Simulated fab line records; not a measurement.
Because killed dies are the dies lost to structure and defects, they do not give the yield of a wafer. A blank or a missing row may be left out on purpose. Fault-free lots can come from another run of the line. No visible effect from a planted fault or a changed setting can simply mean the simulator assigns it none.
Chamber matching + flow n5_finfet + rie_si-03 running N5_BEOL_M0_SAQP_MANDREL1_REMOVE_100: 4 sister chambers
The step chemistry HBr/Cl2/O2, target a-Si, stops on SiNx, bt time 10 s. 8 wafers are shown with their chamber, then 11 later ones without.

## WAFERS PAIRED WITH THEIR CHAMBERS
| wafer  | chamber | drypump_motor_current_A (A) | throttle_valve_pct (%) |
|--------|---------|-----------------------------|------------------------|
| L086.1 | 3       | 6.1                         | 36.7                   |
| L086.5 | 2       | 6.2                         | 36.5                   |
| L087.1 | 1       | 6.3                         | 36.7                   |
| L087.4 | 3       | 6.0                         | 36.6                   |
| L088.3 | 0       | 5.6                         | 37.0                   |
| L088.5 | 0       | 5.5                         | 37.0                   |
| L088.6 | 1       | 6.3                         | 36.7                   |
| L090.1 | 2       | 6.2                         | 36.5                   |

## WAFERS WITHOUT THEIR CHAMBER
| wafer  | drypump_motor_current_A (A) | throttle_valve_pct (%) |
|--------|-----------------------------|------------------------|
| L090.3 | 5.6                         | 37.0                   |
| L090.6 | 5.6                         | 37.0                   |
| L092.2 | 6.0                         | 36.6                   |
| L092.3 | 6.3                         | 36.8                   |
| L092.6 | 6.3                         | 36.5                   |
| L093.1 | 6.2                         | 36.5                   |
| L093.3 | 5.6                         | 37.0                   |
| L093.5 | 6.2                         | 36.5                   |
| L096.3 | 6.1                         | 36.6                   |
| L096.4 | 6.2                         | 36.5                   |
| L096.5 | 6.0                         | 36.7                   |

## WHICH CHAMBER EACH ONE RAN IN
| wafer  | from the rows above     | in truth |
|--------|-------------------------|----------|
| L090.3 | 0                       | 0        |
| L090.6 | 0                       | 0        |
| L092.2 | 3                       | 3        |
| L092.3 | 1                       | 1        |
| L092.6 | 2                       | 2        |
| L093.1 | 2                       | 2        |
| L093.3 | 0                       | 0        |
| L093.5 | 2                       | 2        |
| L096.3 | can't be placed: 3 or 2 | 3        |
| L096.4 | 2                       | 2        |
| L096.5 | 3                       | 3        |
10 of 11 placed correctly. Can't be placed from these rows: 1 (the true chamber is among the candidates in 1). Placed wrongly: 0.
How it was worked out, from the rows above alone: a wafer's distance from a chamber is the root of the sum, over the readings, of the square of ((its reading less the chamber's mean) divided by the reading's scatter). The wafer belongs to the nearest chamber; if the next one is less than 2 further off, it can't be placed. Each chamber's mean is taken over the wafers shown for it. How the scatter is found: for the shown wafers, subtract from each reading the mean of its chamber, square and add these, divide the total by (wafers less chambers), then take the root.
